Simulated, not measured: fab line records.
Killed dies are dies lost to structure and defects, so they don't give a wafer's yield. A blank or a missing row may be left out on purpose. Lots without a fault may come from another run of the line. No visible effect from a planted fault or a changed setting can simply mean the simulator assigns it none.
fab line records	flow n5Finfet
record: lots: 7	wafers: 39
route steps=1938 shown ZERO_LAYER@11 FIN_SAQP@100 SD_EPI_N@292 HKMG_FIN@386 BEOL_M0_SAQP@636 BEOL_M0@736 BEOL_M1@828 BEOL_M4@1081 BEOL_M6@1240 BEOL_M9@1419 BEOL_M13@1696 BEOL_M14@1729 PASSIVATION@1923
startH: hours from the record's first day to the start of the lot's first wafer shown	waitH: how many hours have passed since the lot's step before this one	" same as the row above	L1.1+2: a row that stands for several wafers	- value missing, or start not given	* or withheld: withheld	< > ~ a bound
route shown NAME@n: names a module that has steps shown in the file, with the first one's number in the route	usual: the fault-free wafers' mean and standard deviation	same: alike in all rows	chamber/n: place in a boat	sites: the reading at each site	_std_site: standard deviation across them	_edge_site: the outer-site mean with the inner-site mean subtracted	radiusMm: how far each site lies from the wafer's centre	mask NAME#n: copy n	behind: the most recent tool/chamber to have shaped the wafer	hold: the reason the lot was held/the length of the hold in hours/how it ended	device: the n, p or np transistor that did not switch	end of line: the tests these same wafers got at the end of their route	step lacking rows: just its recipe	killed: the dies lost at the first sort to structure and to defects; this is not the yield of the wafer	map: per-die view of a wafer (x killed, . not killed, _ where there is no die)
set.NAME: the setting that was run; set.NAME@STEP: the one run at that earlier step	model.NAME: the simulator's own value behind a step, which no gauge read
lots whose settings were changed on purpose; a table a step, a row a wafer
== steps ==
step: N5_ZERO_LAYER_DEVELOP_10
recipe: developTimeS: 60	rinseLiquid: diw	dry: airSpin	devTempC: 21
step: N5_FIN_SAQP_PECVD_06
recipe: material: a-Si	targetThkA: 600	tempC: 400	precursor: SiH4/He	pressureTorr: 3	rfW: 100	timeS: 48.1
step: N5_SD_EPI_N_PRECLEAN_49
recipe: chemistry: NF3:NH3	afsCycles: 1	tempC: 30	timeS: 20	sublimationTempC: 180	sublimationTimeS: 60	pressureTorr: 3	rfPowerW: 30
step: N5_HKMG_FIN_HK_ALD_01
recipe: material: HfO2	targetThkA: 16	tempC: withheld	aldPrecursorFamily: HfCl4	aldCoReactant: H2O	pulseTimeS: 3	purgeTimeS: 3	coReactantPurgeTimeS: 2.5	coReactantPulseTimeS: 0.3	aldCycles: 30
step: N5_BEOL_M0_SAQP_PECVD_96
recipe: material: a-Si	targetThkA: 450	tempC: 350	precursor: SiH4/He	pressureTorr: 3	rfW: 100	timeS: 45.2
step: N5_BEOL_M0_SPUTTER_132
recipe: material: Cu	targetThkA: 40	tempC: -20	chamberPressurePa: 0.07	powerW: withheld	timeS: 7.37
step: N5_BEOL_M1_SPUTTER_94
recipe: material: Cu	targetThkA: 45	tempC: -20	chamberPressurePa: 0.07	powerW: withheld	timeS: 8.29
step: N5_BEOL_M4_ALD_84
recipe: material: TaN	targetThkA: *	tempC: 275	aldPrecursorFamily: PDMAT	aldCoReactant: NH3	pressureTorr: 3	carrierFlowSccm: 1500	pulseTimeS: 2	purgeTimeS: 3	coReactantPurgeTimeS: 2	coReactantPulseTimeS: 3	aldCycles: 30	precursorVesselTempC: 75	precursorVesselPressureTorr: 26.25	precursorVesselCarrierSccm: 1000
step: N5_BEOL_M6_ETCH_41
recipe: chemistry: CH3F/O2	target: SiCN	targetDepthA: 297	taperDeg: 2	timeS: 52	ionEnergyEv: 120	maskMaterial: TiN	pressureMtorr: 30	sourceW: 395	biasW: 75	Ar_flow_sccm: 150	CH3F_flow_sccm: 30	O2_flow_sccm: 20
step: N5_BEOL_M9_ETCH_62
recipe: chemistry: N2/H2	target: SOC	targetDepthA: 1100	overetchA: 220	maskMaterial: SiARC	tempC: 40	timeS: 165	ionEnergyEv: 200	pressureMtorr: 30	sourceW: 840	biasW: 150	n2FlowSccm: 200	h2FlowSccm: 200
step: N5_BEOL_M9_VIA_ETCH_34
recipe: chemistry: C4F6/O2	target: SiCOH_lowk	targetDepthA: 1824	maskMaterial: SOC	taperDeg: 4	timeS: 68.4	ionEnergyEv: 250	pressureMtorr: 30	sourceW: 345	biasW: 185	Ar_flow_sccm: 300	C4F6_flow_sccm: 10	O2_flow_sccm: 10
step: N5_BEOL_M13_TRENCH_ETCH_34
recipe: chemistry: C4F8/O2/Ar	target: SiOC	targetDepthA: 4134.7	maskMaterial: SOC	pressureMtorr: 30	sourceW: 3000	biasW: 700	Ar_flow_sccm: 400	C4F8_flow_sccm: 15	O2_flow_sccm: 8	heInnerTorr: 15	heOuterTorr: 30	timeS: 162.6	ionEnergyEv: 250
step: N5_BEOL_M14_DESCUM_15
recipe: chemistry: O2	timeS: 7.9	sourcePowerW: 50	biasPowerW: 20	pressureMtorr: 20	rfFrequencyHz: 2.712e+07	tempC: 40	o2FlowSccm: 225
step: N5_PASSIVATION_DEVELOP_43
step: N5_PASSIVATION_PROBE_49
usual: defectLimitedYield: 91.0/1.4	killed_at_M4_up: 15/5	killedDies: 106/16	killedOnRim: 14/4.1	sort_bin_4_leakage: 0/0
lot.wafer	tool	chamber	startH	waitH	set.developTimeS@ZERO_LAYER_DEVELOP_10	set.timeS@FIN_SAQP_PECVD_06	set.timeS@SD_EPI_N_PRECLEAN_49	set.aldCycles@HKMG_FIN_HK_ALD_01	set.timeS@BEOL_M0_SAQP_PECVD_96	set.timeS@BEOL_M0_SPUTTER_132	set.timeS@BEOL_M1_SPUTTER_94	set.coReactantPulseTimeS@BEOL_M4_ALD_84	set.timeS@BEOL_M6_ETCH_41	set.timeS@BEOL_M9_ETCH_62	set.targetDepthA@BEOL_M9_VIA_ETCH_34	set.targetDepthA@BEOL_M13_TRENCH_ETCH_34	set.timeS@BEOL_M14_DESCUM_15	set.developTimeS@PASSIVATION_DEVELOP_43	defectLimitedYield[%]	killed_at_M4_up	killedDies	killedOnRim	sort_bin_4_leakage[%]
L076.1	prober-02	-	330.79	0.0	27.43	48.1	16.7	30	58.07	7.37	8.29	3	26.21	165	1824	4134.7	9.597	60	91.4	12	101	21	0
L076.2	prober-02	-	330.84	0.1	27.43	48.1	20	22	45.2	7.37	8.29	3	52	165	1015	4994	7.9	60	0	1115	1180	152	0
L076.3	prober-02	-	330.89	0.1	60	62.33	20	22	58.07	10.01	8.29	3	26.21	190.7	1015	4134.7	9.597	60	0	1106	1180	152	0
L076.4	prober-02	-	330.94	0.2	60	62.33	20	30	58.07	10.01	8.29	3	52	190.7	1015	4994	9.597	91.54	0	1074	1180	152	0
L076.5	prober-02	-	330.99	0.2	60	48.1	16.7	30	45.2	10.01	8.29	3	26.21	165	1824	4994	7.9	91.54	91.9	7	96	14	0
L076.6	prober-02	-	331.04	0.3	27.43	62.33	16.7	22	45.2	7.37	8.29	3	52	190.7	1824	4134.7	7.9	91.54	92.7	10	86	9	92.71
L079.1	prober-02	-	336.31	0.0	60	48.1	16.12	30	54.8	5.781	12.01	3	52	165	1824	4134.7	7.9	60	91.5	6	100	15	0
L079.2	prober-02	-	336.36	0.1	60	34.95	16.12	14	54.8	7.37	8.29	3	52	165	1824	5656	11.94	60	90.8	13	108	7	90.85
L079.3	prober-02	-	336.41	0.1	60	48.1	20	30	45.2	7.37	12.01	3	23.33	165	1824	5656	11.94	71.87	89.6	11	123	12	0
L079.4	prober-02	-	336.46	0.2	60	34.95	20	30	45.2	5.781	8.29	3	23.33	165	1824	5656	7.9	71.87	90.4	9	113	15	0
L079.5	prober-02	-	336.51	0.2	60	48.1	20	14	54.8	7.37	12.01	3	23.33	165	1824	4134.7	7.9	60	91.0	19	106	15	91.02
L079.6	prober-02	-	336.56	0.3	60	34.95	16.12	14	45.2	5.781	8.29	3	52	165	1824	4134.7	11.94	71.87	90.3	14	114	20	90.34
L078.1	prober-02	-	338.78	0.0	60	48.1	20	30	45.2	7.37	8.29	3	52	165	1824	4134.7	7.9	60	91.4	11	102	11	0
L078.2	prober-02	-	338.83	0.1	60	48.1	20	30	45.2	7.37	8.29	3	52	165	1824	4134.7	7.9	60	91.9	19	96	10	0
L078.5	prober-02	-	338.98	0.2	60	48.1	20	30	45.2	7.37	8.29	3	52	165	1824	4134.7	7.9	60	93.2	9	80	10	0
L084.1	prober-02	-	364.42	0.0	37.34	48.1	20	30	45.2	7.37	8.29	3	52	250.2	1824	4134.7	7.9	60	91.7	13	98	14	0
L084.2	prober-02	-	364.47	0.1	60	48.1	20	30	56.87	7.37	9.99	2.541	52	250.2	1824	2043	9.867	60	79.6	136	241	38	0
L084.3	prober-02	-	364.52	0.1	60	48.1	20	30	45.2	6.03	8.29	2.541	52	165	1824	2043	9.867	60	81.3	136	221	31	0
L084.4	prober-02	-	364.57	0.2	60	31.17	20	30	45.2	6.03	9.99	3	52	165	1824	2043	7.9	60	81.9	139	213	24	0
L084.5	prober-02	-	364.62	0.2	37.34	31.17	20	30	56.87	7.37	9.99	2.541	52	165	1824	4134.7	7.9	60	92.3	22	91	13	0
L084.6	prober-02	-	364.67	0.3	37.34	31.17	20	30	56.87	6.03	8.29	3	52	250.2	1824	4134.7	9.867	60	90.9	15	107	19	0
L091.1	prober-01	-	391.47	0.0	60	23.88	20	14	64.4	4.133	5.513	1.644	67.4	96.51	1824	2130	7.9	49.05	0	1108	1180	152	0
L091.2	prober-01	-	391.52	0.1	78.71	48.1	14.65	30	45.2	4.133	5.513	1.644	52	96.51	2850	2130	7.9	49.05	0	1093	1180	152	0
L091.3	prober-01	-	391.57	0.1	78.71	48.1	14.65	14	64.4	7.37	8.29	3	52	96.51	1824	4134.7	7.9	60	0	1106	1180	152	0
L091.4	prober-01	-	391.62	0.2	60	48.1	20	30	45.2	4.133	8.29	3	52	165	2850	4134.7	7.9	49.05	91.3	14	103	14	0
L091.5	prober-01	-	391.67	0.2	78.71	23.88	20	14	45.2	7.37	8.29	1.644	67.4	165	1824	4134.7	7.9	60	90.5	13	112	13	90.51
L091.6	prober-01	-	391.72	0.3	60	23.88	14.65	30	64.4	7.37	5.513	3	67.4	165	2850	2130	7.9	60	84.6	92	182	31	0
L089.1	prober-02	-	395.74	0.0	44.74	48.1	20	30	45.2	7.37	8.29	3	52	165	1148	4134.7	7.9	60	0	1110	1180	152	0
L089.2	prober-02	-	395.79	0.1	44.74	75.66	20	18	58.46	7.37	8.29	3.545	39.08	136.9	1824	3046	7.9	60	6.2	15	1107	152	6.19
L089.3	prober-02	-	395.84	0.1	60	48.1	12.4	30	58.46	7.37	10	3.545	52	136.9	1148	4134.7	6.479	24.13	0	1105	1180	152	0
L089.4	prober-02	-	395.89	0.2	44.74	75.66	12.4	18	58.46	7.37	10	3	52	165	1824	3046	6.479	24.13	0.3	22	1177	152	0.25
L089.5	prober-02	-	395.94	0.2	60	48.1	12.4	18	45.2	7.37	8.29	3	39.08	136.9	1148	3046	6.479	60	0	1101	1180	152	0
L089.6	prober-02	-	395.99	0.3	60	75.66	20	30	45.2	7.37	10	3.545	39.08	165	1824	4134.7	7.9	24.13	0.6	23	1173	151	0
L095.1	prober-01	-	432.70	0.0	60	48.1	20	30	25.72	10.74	8.29	3	52	165	905.7	4134.7	9.754	60	0	1090	1180	152	0
L095.2	prober-01	-	432.75	0.1	81.48	48.1	16.9	30	45.2	7.37	8.29	3	52	165	905.7	4134.7	9.754	60	0	1085	1180	152	0
L095.3	prober-01	-	432.80	0.1	60	48.1	16.9	41	45.2	7.37	8.29	3	52	165	1824	4134.7	9.754	80.22	91.5	15	100	13	0
L095.4	prober-01	-	432.85	0.2	60	48.1	20	30	45.2	10.74	8.29	3	52	165	1824	4134.7	7.9	60	88.1	15	141	15	0
L095.5	prober-01	-	432.90	0.2	81.48	48.1	20	41	25.72	7.37	8.29	3	52	165	905.7	4134.7	7.9	80.22	0	1055	1180	152	0
L095.6	prober-01	-	432.95	0.3	81.48	48.1	16.9	41	25.72	10.74	8.29	3	52	165	1824	4134.7	7.9	80.22	88.8	19	132	15	0
killed by level:class
L076.1 STI_FIN_REVEAL:geometricParticle:open=10 STARTING-WAFER:geometricParticle:open=8 BEOL_M3:geometricParticle:open=7 BEOL_M0_SAQP:geometricParticle:open=6 BEOL_M0_SAQP:geometricParticle:short=5 BEOL_M5:geometricParticle:open=5 HKMG_FIN:areaEtch=5 STI_FIN_REVEAL:geometricParticle:short=4
L076.2 BEOL_M9:areaEtch=1105 BEOL_M1:geometricParticle:open=14 BEOL_M0_SAQP:geometricParticle:open=7 BEOL_M0_SAQP:geometricParticle:short=7 STI_FIN_REVEAL:geometricParticle:open=5 BEOL_M2:geometricParticle:open=4 DUMMY_GATE:geometricParticle:open=3 MOL_CONTACT_COAG:geometricParticle:open=3
L076.3 BEOL_M9:areaEtch=1093 FIN_SAQP:geometricParticle:short=16 FIN_SAQP:geometricParticle:open=9 BEOL_M1:geometricParticle:open=7 BEOL_M5:geometricParticle:open=6 BEOL_M1:geometricParticle:short=5 STI_FIN_REVEAL:geometricParticle:open=4 PAD_METAL:geometricParticle:open=4
L076.4 BEOL_M9:areaEtch=1067 FIN_SAQP:geometricParticle:short=15 BEOL_M0_SAQP:geometricParticle:open=14 BEOL_M0_SAQP:geometricParticle:short=10 STI_FIN_REVEAL:geometricParticle:open=9 BEOL_M1:geometricParticle:open=9 BEOL_M2:geometricParticle:open=8 FIN_SAQP:geometricParticle:open=6
L076.5 STI_FIN_REVEAL:geometricParticle:open=12 BEOL_M0_SAQP:geometricParticle:short=12 BEOL_M0_SAQP:geometricParticle:open=8 FIN_SAQP:geometricParticle:short=7 FIN_SAQP:geometricParticle:open=6 BEOL_M1:geometricParticle:open=6 BEOL_M2:geometricParticle:short=6 STARTING-WAFER:geometricParticle:short=5
L076.6 STI_FIN_REVEAL:geometricParticle:open=11 DUMMY_GATE:geometricParticle:open=10 BEOL_M0_SAQP:geometricParticle:short=9 BEOL_M0_SAQP:geometricParticle:open=7 BEOL_M5:geometricParticle:open=6 STI_FIN_REVEAL:geometricParticle:short=5 BEOL_M1:geometricParticle:open=5 MOL_CONTACT_COAG:geometricParticle:open=4
L079.1 FIN_SAQP:geometricParticle:open=19 BEOL_M0_SAQP:geometricParticle:short=12 MOL_CONTACT_COAG:geometricParticle:open=11 BEOL_M0_SAQP:geometricParticle:open=10 FIN_SAQP:geometricParticle:short=8 STARTING-WAFER:geometricParticle:open=5 BEOL_M3:geometricParticle:open=4 BEOL_M2:geometricParticle:short=3
L079.2 MOL_CONTACT_COAG:geometricParticle:open=17 BEOL_M0_SAQP:geometricParticle:short=15 BEOL_M0_SAQP:geometricParticle:open=9 FIN_SAQP:geometricParticle:open=8 BEOL_M2:geometricParticle:open=6 FIN_SAQP:geometricParticle:short=4 STI_FIN_REVEAL:geometricParticle:open=4 BEOL_M2:geometricParticle:short=4
L079.3 STI_FIN_REVEAL:geometricParticle:open=11 MOL_CONTACT_COAG:geometricParticle:open=10 BEOL_M3:geometricParticle:open=10 BEOL_M0_SAQP:geometricParticle:open=9 BEOL_M2:geometricParticle:short=9 FIN_SAQP:geometricParticle:open=7 BEOL_M2:geometricParticle:open=7 BEOL_M0_SAQP:geometricParticle:short=6
L079.4 MOL_CONTACT_COAG:geometricParticle:open=13 BEOL_M2:geometricParticle:open=11 FIN_SAQP:geometricParticle:open=9 BEOL_M0_SAQP:geometricParticle:open=8 BEOL_M3:geometricParticle:open=7 STI_FIN_REVEAL:geometricParticle:open=5 MOL_CONTACT_COAG:geometricParticle:short=5 BEOL_M0_SAQP:geometricParticle:short=5
L079.5 MOL_CONTACT_COAG:geometricParticle:open=16 BEOL_M4:geometricParticle:open=11 BEOL_M0_SAQP:geometricParticle:short=11 BEOL_M1:geometricParticle:open=11 BEOL_M0_SAQP:geometricParticle:open=6 FIN_SAQP:geometricParticle:short=5 BEOL_M2:geometricParticle:open=5 BEOL_M2:geometricParticle:short=4
L079.6 MOL_CONTACT_COAG:geometricParticle:open=14 FIN_SAQP:geometricParticle:short=10 BEOL_M0_SAQP:geometricParticle:open=10 FIN_SAQP:geometricParticle:open=9 BEOL_M3:geometricParticle:open=9 BEOL_M2:geometricParticle:open=7 ILD0:geometricParticle:open=5 BEOL_M2:geometricParticle:short=4
L078.1 STI_FIN_REVEAL:geometricParticle:open=11 FIN_SAQP:geometricParticle:open=10 DUMMY_GATE:geometricParticle:open=9 MOL_CONTACT_COAG:geometricParticle:open=9 FIN_SAQP:geometricParticle:short=8 BEOL_M2:geometricParticle:open=6 BEOL_M0_SAQP:geometricParticle:short=5 BEOL_M1:geometricParticle:open=5
L078.2 BEOL_M3:geometricParticle:open=12 FIN_SAQP:geometricParticle:short=11 FIN_SAQP:geometricParticle:open=10 MOL_CONTACT_COAG:geometricParticle:open=7 BEOL_M2:geometricParticle:open=7 BEOL_M4:geometricParticle:open=7 DUMMY_GATE:geometricParticle:open=5 STI_FIN_REVEAL:geometricParticle:open=4
L078.5 FIN_SAQP:geometricParticle:short=15 BEOL_M2:geometricParticle:open=11 FIN_SAQP:geometricParticle:open=10 BEOL_M3:geometricParticle:open=8 MOL_CONTACT_COAG:geometricParticle:open=6 BEOL_M0_SAQP:geometricParticle:short=5 STARTING-WAFER:geometricParticle:open=3 BEOL_M0_SAQP:geometricParticle:open=3
L084.1 BEOL_M2:geometricParticle:open=32 FIN_SAQP:geometricParticle:short=6 STI_FIN_REVEAL:geometricParticle:open=6 MOL_CONTACT_COAG:geometricParticle:open=5 BEOL_M4:geometricParticle:open=5 BEOL_M0_SAQP:geometricParticle:short=4 BEOL_M1:geometricParticle:open=4 BEOL_M6:geometricParticle:open=4
L084.2 BEOL_M13:areaEcd=127 MOL_CONTACT_COAG:geometricParticle:open=17 BEOL_M0_SAQP:geometricParticle:short=14 BEOL_M3:geometricParticle:open=13 BEOL_M2:geometricParticle:open=8 BEOL_M0_SAQP:geometricParticle:open=6 BEOL_M1:geometricParticle:open=6 STARTING-WAFER:geometricParticle:open=6
L084.3 BEOL_M13:areaEcd=126 BEOL_M0_SAQP:geometricParticle:short=15 BEOL_M2:geometricParticle:open=10 MOL_CONTACT_COAG:geometricParticle:open=9 BEOL_M0_SAQP:geometricParticle:open=9 BEOL_M1:geometricParticle:open=8 BEOL_M3:geometricParticle:open=5 ILD0:geometricParticle:short=3
L084.4 BEOL_M13:areaEcd=132 MOL_CONTACT_COAG:geometricParticle:open=10 BEOL_M2:geometricParticle:open=9 BEOL_M0_SAQP:geometricParticle:open=7 FIN_SAQP:geometricParticle:short=6 BEOL_M0_SAQP:geometricParticle:short=6 BEOL_M1:geometricParticle:open=5 FIN_SAQP:geometricParticle:open=4
L084.5 MOL_CONTACT_COAG:geometricParticle:open=9 STI_FIN_REVEAL:geometricParticle:open=7 BEOL_M0_SAQP:geometricParticle:short=7 BEOL_M1:geometricParticle:open=7 BEOL_M4:geometricParticle:open=7 BEOL_M0_SAQP:geometricParticle:open=5 BEOL_M2:geometricParticle:open=5 MOL_CONTACT_COAG:geometricParticle:short=4
L084.6 MOL_CONTACT_COAG:geometricParticle:open=15 BEOL_M1:geometricParticle:open=9 BEOL_M2:geometricParticle:open=9 BEOL_M4:geometricParticle:open=9 STI_FIN_REVEAL:geometricParticle:open=8 FIN_SAQP:geometricParticle:short=7 BEOL_M3:geometricParticle:short=6 BEOL_M0_SAQP:geometricParticle:open=5
L091.1 BEOL_M9:areaEtch=1101 BEOL_M0:interfaceVoidOpened=11 MOL_CONTACT_COAG:geometricParticle:open=9 BEOL_M2:geometricParticle:open=6 FIN_SAQP:geometricParticle:short=5 DUMMY_GATE:geometricParticle:open=5 BEOL_M0_SAQP:geometricParticle:short=5 GATE_CUT:geometricParticle:short=4
L091.2 BEOL_M9:areaEtch=1080 FIN_SAQP:geometricParticle:open=10 BEOL_M0_SAQP:geometricParticle:short=10 FIN_SAQP:geometricParticle:short=8 MOL_CONTACT_COAG:geometricParticle:open=8 BEOL_M0:interfaceVoidOpened=8 BEOL_M0_SAQP:geometricParticle:open=7 BEOL_M3:geometricParticle:open=7
L091.3 BEOL_M9:areaEtch=1089 BEOL_M3:geometricParticle:open=16 BEOL_M0_SAQP:geometricParticle:open=10 BEOL_M2:geometricParticle:open=8 MOL_CONTACT_COAG:geometricParticle:open=7 BEOL_M0_SAQP:geometricParticle:short=7 FIN_SAQP:geometricParticle:short=5 BEOL_M4:geometricParticle:open=5
L091.4 FIN_SAQP:geometricParticle:short=13 FIN_SAQP:geometricParticle:open=13 MOL_CONTACT_COAG:geometricParticle:open=8 BEOL_M0_SAQP:geometricParticle:open=8 BEOL_M0_SAQP:geometricParticle:short=8 BEOL_M2:geometricParticle:open=5 BEOL_M3:geometricParticle:open=5 BEOL_M0:interfaceVoidOpened=5
L091.5 BEOL_M3:geometricParticle:open=13 MOL_CONTACT_COAG:geometricParticle:open=10 FIN_SAQP:geometricParticle:short=9 BEOL_M0_SAQP:geometricParticle:short=8 BEOL_M2:geometricParticle:open=7 MOL_CONTACT_COAG:geometricParticle:short=6 MIM_TOP:geometricParticle:short=6 FIN_SAQP:geometricParticle:open=5
L091.6 BEOL_M13:areaEcd=69 FIN_SAQP:geometricParticle:short=14 FIN_SAQP:geometricParticle:open=10 STI_FIN_REVEAL:geometricParticle:open=8 BEOL_M0_SAQP:geometricParticle:open=7 BEOL_M0_SAQP:geometricParticle:short=7 BEOL_M3:geometricParticle:open=7 BEOL_M4:geometricParticle:open=7
L089.1 BEOL_M9:areaEtch=1092 BEOL_M3:geometricParticle:open=12 MOL_CONTACT_COAG:geometricParticle:open=8 BEOL_M1:geometricParticle:open=8 BEOL_M4:geometricParticle:open=7 DUMMY_GATE:geometricParticle:open=5 BEOL_M0_SAQP:geometricParticle:short=5 BEOL_M2:geometricParticle:open=5
L089.2 FIN_SAQP:areaEtch=1004 BEOL_M2:geometricParticle:open=10 MOL_CONTACT_COAG:geometricParticle:open=7 BEOL_M4:geometricParticle:open=7 ILD0:geometricParticle:short=6 ILD0:geometricParticle:open=6 BEOL_M1:geometricParticle:short=6 FIN_SAQP:geometricParticle:open=5
L089.3 BEOL_M9:areaEtch=1087 BEOL_M4:geometricParticle:open=10 BEOL_M2:geometricParticle:open=9 MOL_CONTACT_COAG:geometricParticle:open=8 BEOL_M3:geometricParticle:open=8 FIN_SAQP:geometricParticle:short=4 BEOL_M0_SAQP:geometricParticle:open=4 BEOL_M1:geometricParticle:open=4
L089.4 FIN_SAQP:areaEtch=1065 MOL_CONTACT_COAG:geometricParticle:open=22 BEOL_M2:geometricParticle:open=14 BEOL_M4:geometricParticle:open=11 BEOL_M3:geometricParticle:open=11 MOL_CONTACT_COAG:geometricParticle:short=5 BEOL_M1:geometricParticle:open=5 BEOL_M4:geometricParticle:short=5
L089.5 BEOL_M9:areaEtch=1090 BEOL_M2:geometricParticle:open=19 BEOL_M3:geometricParticle:open=17 BEOL_M1:geometricParticle:open=7 BEOL_M2:geometricParticle:short=5 ILD0:geometricParticle:open=3 MOL_CONTACT_COAG:geometricParticle:open=3 BEOL_M5:geometricParticle:open=3
L089.6 FIN_SAQP:areaEtch=1053 MOL_CONTACT_COAG:geometricParticle:open=18 BEOL_M4:geometricParticle:open=16 BEOL_M2:geometricParticle:open=14 BEOL_M3:geometricParticle:open=9 BEOL_M1:geometricParticle:open=7 GATE_CUT:geometricParticle:short=5 BEOL_M0_SAQP:geometricParticle:open=5
L095.1 BEOL_M9:areaEtch=1078 FIN_SAQP:geometricParticle:short=10 BEOL_M2:geometricParticle:open=10 MOL_CONTACT_COAG:geometricParticle:open=9 BEOL_M0_SAQP:geometricParticle:short=9 BEOL_M3:geometricParticle:open=8 STI_FIN_REVEAL:geometricParticle:open=6 FIN_SAQP:geometricParticle:open=4
L095.2 BEOL_M9:areaEtch=1066 BEOL_M4:geometricParticle:open=15 STI_FIN_REVEAL:geometricParticle:open=14 BEOL_M0_SAQP:geometricParticle:short=11 FIN_SAQP:geometricParticle:short=10 BEOL_M0_SAQP:geometricParticle:open=7 BEOL_M2:geometricParticle:open=7 MOL_CONTACT_COAG:geometricParticle:open=6
L095.3 BEOL_M0_SAQP:geometricParticle:short=14 BEOL_M0_SAQP:geometricParticle:open=9 FIN_SAQP:geometricParticle:short=8 STI_FIN_REVEAL:geometricParticle:open=7 MOL_CONTACT_COAG:geometricParticle:open=7 STI_FIN_REVEAL:geometricParticle:short=5 BEOL_M2:geometricParticle:open=5 FIN_SAQP:geometricParticle:open=4
L095.4 STI_FIN_REVEAL:geometricParticle:open=20 FIN_SAQP:geometricParticle:short=19 FIN_SAQP:geometricParticle:open=15 MOL_CONTACT_COAG:geometricParticle:open=10 BEOL_M4:geometricParticle:open=7 DUMMY_GATE:geometricParticle:open=7 BEOL_M3:geometricParticle:short=6 GATE_CUT:geometricParticle:short=4
L095.5 BEOL_M9:areaEtch=1036 STI_FIN_REVEAL:geometricParticle:open=25 FIN_SAQP:geometricParticle:short=17 BEOL_M2:geometricParticle:open=12 FIN_SAQP:geometricParticle:open=10 MOL_CONTACT_COAG:geometricParticle:open=8 STI_FIN_REVEAL:geometricParticle:short=7 BEOL_M0_SAQP:geometricParticle:open=7
L095.6 STI_FIN_REVEAL:geometricParticle:open=25 FIN_SAQP:geometricParticle:short=15 FIN_SAQP:geometricParticle:open=14 MOL_CONTACT_COAG:geometricParticle:open=12 BEOL_M4:geometricParticle:open=10 BEOL_M2:geometricParticle:open=7 STI_FIN_REVEAL:geometricParticle:short=6 GATE_CUT:geometricParticle:short=4
== key ==
split: step: N5_ZERO_LAYER_DEVELOP_10	setting: developTimeS	statedAs: 60
response none clear
split: step: N5_FIN_SAQP_PECVD_06	setting: timeS	statedAs: 48.1
response none clear
split: step: N5_SD_EPI_N_PRECLEAN_49	setting: timeS	statedAs: 20
response none clear
split: step: N5_HKMG_FIN_HK_ALD_01	setting: aldCycles	statedAs: 30
response: step: N5_PASSIVATION_PROBE_49	reading: sort_bin_4_leakage	slope: -1.19	per: 1%	togetherWith: all	explained: 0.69
split: step: N5_BEOL_M0_SAQP_PECVD_96	setting: timeS	statedAs: 45.2
response none clear
split: step: N5_BEOL_M0_SPUTTER_132	setting: timeS	statedAs: 7.37
response none clear
split: step: N5_BEOL_M1_SPUTTER_94	setting: timeS	statedAs: 8.29
response none clear
split: step: N5_BEOL_M4_ALD_84	setting: coReactantPulseTimeS	statedAs: 3
response none clear
split: step: N5_BEOL_M6_ETCH_41	setting: timeS	statedAs: 52
response none clear
split: step: N5_BEOL_M9_ETCH_62	setting: timeS	statedAs: 165
response none clear
split: step: N5_BEOL_M9_VIA_ETCH_34	setting: targetDepthA	statedAs: 1824
response: step: N5_PASSIVATION_PROBE_49	reading: killed_at_M4_up	slope: -24.9	per: 1%	togetherWith: all	explained: 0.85
response: step: N5_PASSIVATION_PROBE_49	reading: killedOnRim	slope: -2.45	per: 1%	togetherWith: all	explained: 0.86
response: step: N5_PASSIVATION_PROBE_49	reading: defectLimitedYield	slope: +1.59	per: 1%	togetherWith: all	explained: 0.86
response: step: N5_PASSIVATION_PROBE_49	reading: killedDies	slope: -18.8	per: 1%	togetherWith: all	explained: 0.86
split: step: N5_BEOL_M13_TRENCH_ETCH_34	setting: targetDepthA	statedAs: 4134.7
response none clear
split: step: N5_BEOL_M14_DESCUM_15	setting: timeS	statedAs: 7.9
response none clear
split: step: N5_PASSIVATION_DEVELOP_43	setting: developTimeS	statedAs: 60
response none clear
